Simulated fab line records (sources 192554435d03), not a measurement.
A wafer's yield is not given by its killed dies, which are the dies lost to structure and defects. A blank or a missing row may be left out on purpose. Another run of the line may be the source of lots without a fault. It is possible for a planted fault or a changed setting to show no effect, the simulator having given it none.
fab line records	flow n5-finfet	part 1 of 2: steps 1 to 24 of 31
record: lots: 5	wafers: 15	last-day: 18
route steps=1938 shown MOL_CONTACT_COAG@582
lots untouched by any fault: they come from a run of this same line in which no faults occurred
start-h: the number of hours between the record's first day and the start of the first shown wafer of the lot	wait-h: how many hours have passed since the lot's step before this one	" unchanged from the row above	L1.1+2: one row covering several wafers at once	- no value, or no start was given	* or withheld: withheld	< > ~ a bound
route shown NAME@n: NAME is a module with steps in the file, n the number in the route of the first one	usual: mean and standard deviation over wafers with no fault	same: alike in all rows	chamber/n: place in a boat	sites: per-site readings	_std_site: the standard deviation of these	_edge_site: mean of outer sites minus mean of inner sites	radius-mm: how far each site lies from the wafer's centre	mask NAME#n: copy n	behind: the last tool/chamber to shape the wafer	hold: why the lot went on hold/how many hours it stayed there/how the hold came to an end	device: transistor that didn't switch, given as n, p or np	end of line: tests run on the same wafers once the route is complete	for a step that has no rows: nothing shown but its recipe	killed: dies that structure and defects cost at the first sort, which is not the same as the wafer's yield	map: the dies of a wafer, with x for killed, . for not killed, _ for no die there
set.NAME: the setting as run; set.NAME@STEP: as run at that earlier step	model.NAME: the simulator's own value behind a step, which no gauge read
a table for each step, a row for each wafer; lots at some steps of the route
services: from which hour (start-h, from the record's first day; less than 0 if before it) a tool's chamber was out of use, for how many hours, and why
== steps ==
step: N5_MOL_CONTACT_COAG_STRIP_92
recipe: chemistry: N2/H2	temp-c: 40	n2-flow-sccm: 200	h2-flow-sccm: 200	rf-frequency-hz: 6e+07
lot.wafer	tool	chamber	start-h	wait-h
L074.1+2+6	rie-diel-04	3,1,3	100.73	0.0
L082.1+2+4	rie-diel-04	2,3,3	156.84	0.0
L085.1+2+5	rie-diel-04	3,2,2	179.23	0.0
L087.1+2+5	rie-diel-05	3,0,2	190.60	0.0
L089.1+3+6	rie-diel-02	1,0,3	202.53	0.0
step: N5_MOL_CONTACT_COAG_STRIP_93
recipe: chemistry: N2/H2	temp-c: 40	n2-flow-sccm: 200	h2-flow-sccm: 200	rf-frequency-hz: 6e+07
lot.wafer	tool	chamber	start-h	wait-h
L074.1+2+6	rie-diel-04	3,1,3	100.74	0.0
L082.1+2+4	rie-diel-04	2,3,3	156.85	0.0
L085.1+2+5	rie-diel-04	3,2,2	179.24	0.0
L087.1+2+5	rie-diel-05	3,0,2	190.61	0.0
L089.1+3+6	rie-diel-02	1,0,3	202.54	0.0
step: N5_MOL_CONTACT_COAG_ETCHBACK_135
recipe: chemistry: CHF3	target: SiO2	target-depth-a: 250	time-s: 16.7	ion-energy-ev: 200	pressure-mtorr: 30	source-w: 610	bias-w: 170	Ar_flow_sccm: 200	CHF3_flow_sccm: 50
usual: drypump-motor-current-A: 5.8/0.42	oes-product-au: 0.73/0.055	rf-vpp-V: 526/5	showerhead-plenum-p-Torr: 2.40/0.046	throttle-valve-pct: 18.73/0.14
same: time-s: 16.7
lot.wafer	tool	chamber	start-h	wait-h	drypump-motor-current-A	oes-product-au	rf-hours-counter-h	rf-vpp-V	showerhead-plenum-p-Torr	throttle-valve-pct
L074.1	rie-diel-04	3	100.75	0.0	5.3	0.71	193	516	2.47	18.88
L074.2	"	1	"	"	5.3	0.72	190	531	2.47	18.70
L074.6	"	3	"	"	5.3	0.70	-	516	2.47	18.89
L082.1	rie-diel-04	2	156.86	0.0	6.2	0.76	173	525	2.37	18.68
L082.2	"	3	"	"	5.3	0.69	205	516	2.46	18.89
L082.4	"	3	"	"	5.3	0.69	-	518	2.46	18.88
L085.1	rie-diel-04	3	179.25	0.0	5.3	0.68	216	516	2.46	18.91
L085.2	"	2	"	"	6.2	0.74	183	525	2.36	18.70
L085.5	"	2	"	"	6.2	0.74	-	526	2.36	18.70
L087.1	rie-diel-05	3	190.62	0.0	5.5	0.73	171	525	2.47	18.65
L087.2	"	0	"	"	6.1	0.75	133	521	2.39	18.76
L087.5	"	2	"	"	5.7	0.72	-	524	2.37	18.59
L089.1	rie-diel-02	1	202.55	0.0	5.6	0.73	183	531	2.38	18.89
L089.3	"	0	"	"	6.2	0.85	67	531	2.40	18.60
L089.6	"	3	"	"	5.8	0.69	-	531	2.44	18.87
step: N5_MOL_CONTACT_COAG_STRIP_118
recipe: chemistry: CHF3	resist: SiARC	rf-frequency-hz: 6e+07
lot.wafer	tool	chamber	start-h	wait-h
L074.1+2+6	rie-diel-04	3,1,3	100.77	0.0
L082.1+2+4	rie-diel-04	2,3,3	156.89	0.0
L085.1+2+5	rie-diel-04	3,2,2	179.28	0.0
L087.1+2+5	rie-diel-05	3,0,2	190.65	0.0
L089.1+3+6	rie-diel-02	1,0,3	202.58	0.0
step: N5_MOL_CONTACT_COAG_VIA_ETCH_46
recipe: chemistry: C4F6/O2	target-depth-a: 460	overetch-a: 92	mask-material: SOC	target: SiO2	bias-w: 455	pressure-mtorr: 10	time-s: 40	source-w: 325	Ar_flow_sccm: 300	C4F6_flow_sccm: 10	O2_flow_sccm: 10	ion-energy-ev: 575.3	ends: end-point
usual: drypump-motor-current-A: 5.8/0.43	oes-product-au: 0.65/0.047	rf-vpp-V: 1592/13	showerhead-plenum-p-Torr: 2.86/0.054	throttle-valve-pct: 40.81/0.25
lot.wafer	tool	chamber	start-h	wait-h	drypump-motor-current-A	oes-product-au	rf-hours-counter-h	rf-vpp-V	showerhead-plenum-p-Torr	throttle-valve-pct
L074.1	rie-diel-04	3	100.78	0.0	5.3	0.62	193	1567	2.94	41.12
L074.2	"	1	"	"	5.3	0.63	190	1605	2.94	40.94
L074.6	"	3	"	"	5.3	0.64	-	1567	2.94	41.13
L082.1	rie-diel-04	2	156.90	0.0	6.3	0.67	173	1590	2.83	40.54
L082.2	"	3	"	"	5.3	0.61	205	1564	2.94	41.12
L082.4	"	3	"	"	5.3	0.62	-	1564	2.94	41.13
L085.1	rie-diel-04	3	179.29	0.0	5.3	0.61	216	1564	2.93	41.13
L085.2	"	2	"	"	6.2	0.66	183	1592	2.82	40.55
L085.5	"	2	"	"	6.3	0.67	-	1591	2.82	40.57
L087.1	rie-diel-05	3	190.66	0.0	5.5	0.65	171	1590	2.95	40.55
L087.2	"	0	"	"	6.1	0.66	133	1581	2.85	41.00
L087.5	"	2	"	"	5.7	0.64	-	1585	2.83	40.73
L089.1	rie-diel-02	1	202.59	0.0	5.6	0.65	183	1608	2.84	41.22
L089.3	"	0	"	"	6.2	0.74	67	1602	2.87	40.82
L089.6	"	3	"	"	5.8	0.62	-	1607	2.91	40.79
step: N5_MOL_CONTACT_COAG_STRIP_96
recipe: chemistry: N2/H2	power-w: 500	temp-c: 40	pressure-mtorr: 50	rf-frequency-hz: 6e+07	overash-fraction: 0.3	bias-power-w: 28	h2-frac: 0.5	n2-flow-sccm: 300	h2-flow-sccm: 300
usual: drypump-motor-current-A: 5.8/0.43	oes-product-au: 0.73/0.056	rf-vpp-V: 122.0/1.2	showerhead-plenum-p-Torr: 3.38/0.063	throttle-valve-pct: 18.93/0.27
lot.wafer	tool	chamber	start-h	wait-h	drypump-motor-current-A	oes-product-au	rf-hours-counter-h	rf-vpp-V	showerhead-plenum-p-Torr	throttle-valve-pct
L074.1	rie-diel-04	3	100.85	0.0	5.3	0.69	193	121.7	3.47	19.23
L074.2	"	1	"	"	5.3	0.72	190	120.0	3.48	18.80
L074.6	"	3	"	"	5.3	0.70	-	121.5	3.47	19.22
L082.1	rie-diel-04	2	156.96	0.0	6.3	0.75	173	121.4	3.34	18.79
L082.2	"	3	"	"	5.3	0.69	205	122.8	3.46	19.25
L082.4	"	3	"	"	5.3	0.69	-	122.1	3.46	19.24
L085.1	rie-diel-04	3	179.35	0.0	5.4	0.67	216	124.1	3.46	19.26
L085.2	"	2	"	"	6.2	0.75	183	123.8	3.34	18.82
L085.5	"	2	"	"	6.3	0.74	-	123.0	3.34	18.80
L087.1	rie-diel-05	3	190.72	0.0	5.5	0.75	171	123.1	3.49	18.79
L087.2	"	0	"	"	6.1	0.75	133	122.3	3.37	18.87
L087.5	"	2	"	"	5.7	0.73	-	122.2	3.33	18.75
L089.1	rie-diel-02	1	202.65	0.0	5.7	0.74	183	121.7	3.35	18.96
L089.3	"	0	"	"	6.2	0.86	67	121.4	3.39	18.76
L089.6	"	3	"	"	5.9	0.70	-	122.6	3.45	19.24
step: N5_MOL_CONTACT_COAG_ETCH_47
recipe: chemistry: CH3F/O2	target: SiNx	target-depth-a: 270	mask-material: SiO2	stop-on: W	over-etch-frac: 0.2	ion-energy-ev: 120	endpoint: OES-CN	pressure-mtorr: 30	source-w: 395	bias-w: 73	Ar_flow_sccm: 150	CH3F_flow_sccm: 30	O2_flow_sccm: 20	ends: end-point
usual: drypump-motor-current-A: 5.8/0.42	etch-rf-on-time-s: 31.3/0.36	oes-product-au: 0.65/0.049	rf-vpp-V: 298.3/2.7	showerhead-plenum-p-Torr: 2.02/0.039	throttle-valve-pct: 16.37/0.14
lot.wafer	tool	chamber	start-h	wait-h	drypump-motor-current-A	etch-rf-on-time-s	oes-product-au	rf-hours-counter-h	rf-vpp-V	showerhead-plenum-p-Torr	throttle-valve-pct
L074.1	rie-diel-04	3	100.89	0.0	5.4	31.6	0.62	193	292.7	2.08	16.50
L074.2	"	1	"	"	5.3	31.5	0.64	190	302.3	2.07	16.31
L074.6	"	3	"	"	5.4	31.1	0.63	-	293.6	2.07	16.50
L082.1	rie-diel-04	2	157.00	0.0	6.3	31.1	0.67	173	299.1	1.99	16.32
L082.2	"	3	"	"	5.4	31.5	0.62	205	290.2	2.07	16.53
L082.4	"	3	"	"	5.3	31.7	0.61	-	293.2	2.07	16.53
L085.1	rie-diel-04	3	179.39	0.0	5.4	31.8	0.60	216	293.3	2.07	16.55
L085.2	"	2	"	"	6.2	31.5	0.66	183	297.6	1.99	16.36
L085.5	"	2	"	"	6.2	31.5	0.66	-	298.7	1.99	16.34
L087.1	rie-diel-05	3	190.76	0.0	5.5	31.2	0.66	171	298.0	2.08	16.32
L087.2	"	0	"	"	6.1	31.1	0.66	133	296.4	2.01	16.39
L087.5	"	2	"	"	5.7	31.2	0.65	-	297.8	1.99	16.23
L089.1	rie-diel-02	1	202.69	0.0	5.6	31.7	0.64	183	300.8	2.00	16.51
L089.3	"	0	"	"	6.2	31.5	0.76	67	300.5	2.02	16.23
L089.6	"	3	"	"	5.8	31.8	0.62	-	300.3	2.05	16.52
step: N5_MOL_CONTACT_COAG_STRIP_119
recipe: chemistry: N2/H2	time-s: 30	power-w: 1000	temp-c: 250	pressure-mtorr: withheld	n2-flow-sccm: 1750	h2-flow-sccm: 3250
usual: drypump-motor-current-A: 5.23/0.22	heater-power-w: 342/20
same: time-s: 30
lot.wafer	tool	chamber	start-h	wait-h	drypump-motor-current-A	heater-power-w	rf-hours-counter-h
L074.1	plasma-asher-02	0	100.97	0.1	5.42	358	41
L074.2	"	1	"	"	5.33	370	41
L074.6	"	1	"	"	5.31	365	-
L082.1	plasma-asher-02	0	157.08	0.1	5.39	353	50
L082.2	"	1	"	"	5.35	363	50
L082.4	"	0	"	"	5.39	348	-
L085.1	plasma-asher-01	0	179.47	0.1	5.42	347	105
L085.2	"	1	"	"	4.91	307	105
L085.5	"	0	"	"	5.42	348	-
L087.1	plasma-asher-02	1	190.85	0.1	5.35	352	57
L087.2	"	0	"	"	5.41	355	57
L087.5	"	0	"	"	5.40	356	-
L089.1	plasma-asher-02	1	202.77	0.1	5.31	361	59
L089.3	"	1	"	"	5.31	373	-
L089.6	"	0	"	"	5.40	353	-
step: N5_MOL_CONTACT_COAG_PRECLEAN_144
recipe: chemistry: alkaline-clean	temp-c: 60	time-s: 60	do-ppb: 50
same: time-s: 60
lot.wafer	tool	chamber	start-h	wait-h
L074.1+2+6	wet-bench-02	2,3,1	101.06	0.1
L082.1+2+4	wet-bench-04	1,3,5	157.32	0.2
L085.1+2+5	wet-bench-01	6,1,7	179.56	0.1
L087.1+2+5	wet-bench-02	7,0,6	190.93	0.1
L089.1+3+6	wet-bench-02	7,2,0	202.86	0.1
step: N5_MOL_CONTACT_COAG_SRD_145
recipe: dry: ipa-marangoni	time-s: 30	temp-c: 23	rinse-liquid: diw
usual: do-supply-ppb: 10.00/0.1
same: time-s: 30
lot.wafer	tool	chamber	start-h	wait-h	do-supply-ppb
L074.1	wet-bench-02	2	101.08	0.0	9.79
L074.2	"	3	"	"	10.01
L074.6	"	1	"	"	10.25
L082.1	wet-bench-04	1	157.34	0.0	10.06
L082.2	"	3	"	"	9.94
L082.4	"	5	"	"	9.91
L085.1	wet-bench-01	6	179.58	0.0	9.94
L085.2	"	1	"	"	9.90
L085.5	"	7	"	"	10.09
L087.1	wet-bench-02	7	190.95	0.0	9.95
L087.2	"	0	"	"	9.94
L087.5	"	6	"	"	9.96
L089.1	wet-bench-02	7	202.88	0.0	9.95
L089.3	"	2	"	"	9.95
L089.6	"	0	"	"	9.99
step: N5_MOL_CONTACT_COAG_CD_MEAS_137
recipe: target-cd-nm: 16
usual: cd-nm: 15.94/0.25
lot.wafer	tool	chamber	start-h	wait-h	cd-nm
L074.1	cd-sem-02	-	101.12	0.0	15.69
L074.2	"	-	"	"	15.95
L074.6	"	-	"	"	15.77
L082.1	cd-sem-03	-	157.38	0.0	16.01
L082.2	"	-	"	"	15.95
L082.4	"	-	"	"	15.38
L085.1	cd-sem-03	-	179.62	0.0	15.90
L085.2	"	-	"	"	15.91
L085.5	"	-	"	"	16.05
L087.1	cd-sem-02	-	190.99	0.0	16.19
L087.2	"	-	"	"	15.99
L087.5	"	-	"	"	16.06
L089.1	cd-sem-02	-	202.92	0.0	15.97
L089.3	"	-	"	"	15.32
L089.6	"	-	"	"	15.66
step: N5_MOL_CONTACT_COAG_COAT_62
recipe: resist: SOC	temp-c: 250	time-s: 60	spin-rpm: 1500	resist-thk-nm: 60
same: time-s: 60
lot.wafer	tool	chamber	start-h	wait-h
L074.1+2+6	litho-track-01	0	101.15	0.0
L082.1+2+4	litho-track-03	0	157.42	0.0
L085.1+2+5	litho-track-01	0	179.66	0.0
L087.1+2+5	litho-track-01	0	191.03	0.0
L089.1+3+6	litho-track-04	0	202.96	0.0
step: N5_MOL_CONTACT_COAG_COAT_63
recipe: resist: SiARC	temp-c: 220	time-s: 60	spin-rpm: 1500	resist-thk-nm: 10
same: time-s: 60
lot.wafer	tool	chamber	start-h	wait-h
L074.1+2+6	litho-track-01	0	-	-
L082.1+2+4	litho-track-03	0	-	-
L085.1+2+5	litho-track-01	0	-	-
L087.1+2+5	litho-track-01	0	-	-
L089.1+3+6	litho-track-04	0	-	-
step: N5_MOL_CONTACT_COAG_COAT_64
recipe: resist: underlayer	temp-c: 205	time-s: 60	spin-rpm: 1500	resist-thk-nm: 10
same: time-s: 60
lot.wafer	tool	chamber	start-h	wait-h
L074.1+2+6	litho-track-01	0	-	-
L082.1+2+4	litho-track-03	0	-	-
L085.1+2+5	litho-track-01	0	-	-
L087.1+2+5	litho-track-01	0	-	-
L089.1+3+6	litho-track-04	0	-	-
step: N5_MOL_CONTACT_COAG_COAT_34
recipe: resist: CAR-EUV	spin-rpm: 1500	resist-thk-nm: 40
lot.wafer	tool	chamber	start-h	wait-h
L074.1+2+6	litho-track-01	0	-	-
L082.1+2+4	litho-track-03	0	-	-
L085.1+2+5	litho-track-01	0	-	-
L087.1+2+5	litho-track-01	0	-	-
L089.1+3+6	litho-track-04	0	-	-
step: N5_MOL_CONTACT_COAG_EBR_36
recipe: solvent: PGMEA	ebr-width-mm: 1.5
lot.wafer	tool	chamber	start-h	wait-h
L074.1+2+6	litho-track-01	0	-	-
L082.1+2+4	litho-track-03	0	-	-
L085.1+2+5	litho-track-01	0	-	-
L087.1+2+5	litho-track-01	0	-	-
L089.1+3+6	litho-track-04	0	-	-
step: N5_MOL_CONTACT_COAG_SOFTBAKE_35
recipe: temp-c: 110	time-s: 60	resist: CAR-EUV
same: time-s: 60
lot.wafer	tool	chamber	start-h	wait-h
L074.1+2+6	litho-track-01	0	-	-
L082.1+2+4	litho-track-03	0	-	-
L085.1+2+5	litho-track-01	0	-	-
L087.1+2+5	litho-track-01	0	-	-
L089.1+3+6	litho-track-04	0	-	-
step: N5_MOL_CONTACT_COAG_EXPOSE_37
recipe: mask-id: VD	na: 0.33	source-shape: annular	sigma-inner: 0.3	sigma-outer: 0.7	polarization: unpolarized	defocus-nm: 0	dose-mj: 62
same: sigma-outer: 0.7
lot.wafer	tool	chamber	start-h	wait-h	mask
L074.1+2+6	euv-scanner-01	0	101.29	-	VD#0
L082.1+2+4	euv-scanner-02	0	157.58	-	VD#0
L085.1+2+5	euv-scanner-02	0	179.79	-	VD#0
L087.1+2+5	euv-scanner-01	0	191.17	-	VD#0
L089.1+3+6	euv-scanner-01	0	203.11	-	VD#0
step: N5_MOL_CONTACT_COAG_PEB_38
recipe: peb-temp-c: 100	peb-time-s: 60	resist: CAR-EUV
lot.wafer	tool	chamber	start-h	wait-h
L074.1+2+6	litho-track-03	0	101.37	0.1
L082.1+2+4	litho-track-01	0	157.66	0.1
L085.1+2+5	litho-track-01	0	179.87	0.1
L087.1+2+5	litho-track-01	0	191.24	0.1
L089.1+3+6	litho-track-01	0	203.19	0.1
step: N5_MOL_CONTACT_COAG_DEVELOP_39
recipe: develop-time-s: 30	developer: TMAH	resist: CAR-EUV	rinse-liquid: surfactant-rinse	dry: air-spin	dev-temp-c: 23
lot.wafer	tool	chamber	start-h	wait-h
L074.1+2+6	litho-track-03	0	-	-
L082.1+2+4	litho-track-01	0	-	-
L085.1+2+5	litho-track-01	0	-	-
L087.1+2+5	litho-track-01	0	-	-
L089.1+3+6	litho-track-01	0	-	-
step: N5_MOL_CONTACT_COAG_CD_MEAS_40
recipe: target-cd-nm: 25.1	landing-energy-ev: 500	detector: se-inlens	polarity: opening
usual: cd-nm: 25.12/0.22
lot.wafer	tool	chamber	start-h	wait-h	cd-nm
L074.1	cd-sem-03	0	101.43	-	24.77
L074.2	"	0	"	"	24.66
L074.6	"	0	"	"	25.22
L082.1	cd-sem-03	0	157.73	-	25.24
L082.2	"	0	"	"	25.29
L082.4	"	0	"	"	24.74
L085.1	cd-sem-03	0	179.94	-	24.83
L085.2	"	0	"	"	25.02
L085.5	"	0	"	"	25.09
L087.1	cd-sem-01	0	191.31	-	25.34
L087.2	"	0	"	"	24.88
L087.5	"	0	"	"	24.83
L089.1	cd-sem-01	0	203.25	-	25.18
L089.3	"	0	"	"	24.98
L089.6	"	0	"	"	25.33
step: N5_MOL_CONTACT_COAG_OVL_MEAS_41
recipe: points-per-wafer: 522
usual: VD_OVL: 0.0/0.68
lot.wafer	tool	chamber	start-h	wait-h	VD_OVL[nm]
L074.1	overlay-02	0	101.46	0.0	-1.7
L074.2	"	0	"	"	-0.9
L074.6	"	0	"	"	-0.2
L082.1	overlay-01	0	157.76	0.0	-1.6
L082.2	"	0	"	"	-0.8
L082.4	"	0	"	"	-0.6
L085.1	overlay-02	0	179.97	0.0	0.5
L085.2	"	0	"	"	0.4
L085.5	"	0	"	"	1.5
L087.1	overlay-02	0	191.34	0.0	-0.5
L087.2	"	0	"	"	0.6
L087.5	"	0	"	"	-0.4
L089.1	overlay-01	0	203.28	0.0	0.6
L089.3	"	0	"	"	-0.6
L089.6	"	0	"	"	1.3
step: N5_MOL_CONTACT_COAG_INSPECT_42
recipe: mode: adi	inspect-instrument: brightfield
usual: raw-defect-count: 219/58
lot.wafer	tool	chamber	start-h	wait-h	raw-defect-count
L074.1	defect-inspect-02	-	101.52	0.1	200
L074.2	"	-	"	"	268
L074.6	"	-	"	"	174
L082.1	defect-inspect-01	-	157.81	0.1	192
L082.2	"	-	"	"	163
L082.4	"	-	"	"	210
L085.1	defect-inspect-01	-	180.03	0.1	223
L085.2	"	-	"	"	175
L085.5	"	-	"	"	235
L087.1	defect-inspect-01	-	191.40	0.1	493
L087.2	"	-	"	"	317
L087.5	"	-	"	"	322
L089.1	defect-inspect-01	-	203.34	0.1	286
L089.3	"	-	"	"	255
L089.6	"	-	"	"	209
step: N5_MOL_CONTACT_COAG_DESCUM_45
recipe: chemistry: O2	time-s: 7	source-power-w: 50	bias-power-w: 20	pressure-mtorr: 20	rf-frequency-hz: 2.712e+07	temp-c: 40	resist: CAR-EUV	o2-flow-sccm: 225
usual: drypump-motor-current-A: 5.7/0.42	oes-product-au: 0.74/0.057	rf-vpp-V: 243.4/1	showerhead-plenum-p-Torr: 2.11/0.039	throttle-valve-pct: 20.39/0.13
same: time-s: 7
lot.wafer	tool	chamber	start-h	wait-h	drypump-motor-current-A	oes-product-au	rf-hours-counter-h	rf-vpp-V	showerhead-plenum-p-Torr	throttle-valve-pct
L074.1	rie-diel-02	1	101.56	0.0	5.7	0.76	147	243.5	2.08	20.40
L074.2	"	3	"	"	5.8	0.72	203	245.1	2.15	20.44
L074.6	"	2	"	"	4.9	0.76	-	242.2	2.10	20.63
L082.1	rie-diel-05	3	157.85	0.0	5.5	0.75	161	245.2	2.17	20.30
L082.2	"	0	"	"	6.1	0.76	122	244.6	2.10	20.44
L082.4	"	1	"	"	6.3	0.88	32	242.9	2.05	20.13
L085.1	rie-diel-02	3	180.15	0.1	5.8	0.70	226	244.3	2.14	20.51
L085.2	"	2	"	"	4.8	0.75	161	242.5	2.09	20.66
L085.5	"	2	"	"	4.9	0.74	-	243.2	2.09	20.66
L087.1	rie-diel-04	3	191.44	0.0	5.4	0.67	220	245.0	2.15	20.53
L087.2	"	2	"	"	6.2	0.74	187	243.8	2.09	20.46
L087.5	"	3	"	"	5.4	0.67	-	244.3	2.15	20.52
L089.1	rie-diel-05	0	203.95	0.6	6.1	0.73	139	243.5	2.10	20.46
L089.3	"	2	"	"	5.7	0.71	206	243.9	2.08	20.29
L089.6	"	2	"	"	5.7	0.72	-	242.0	2.08	20.29
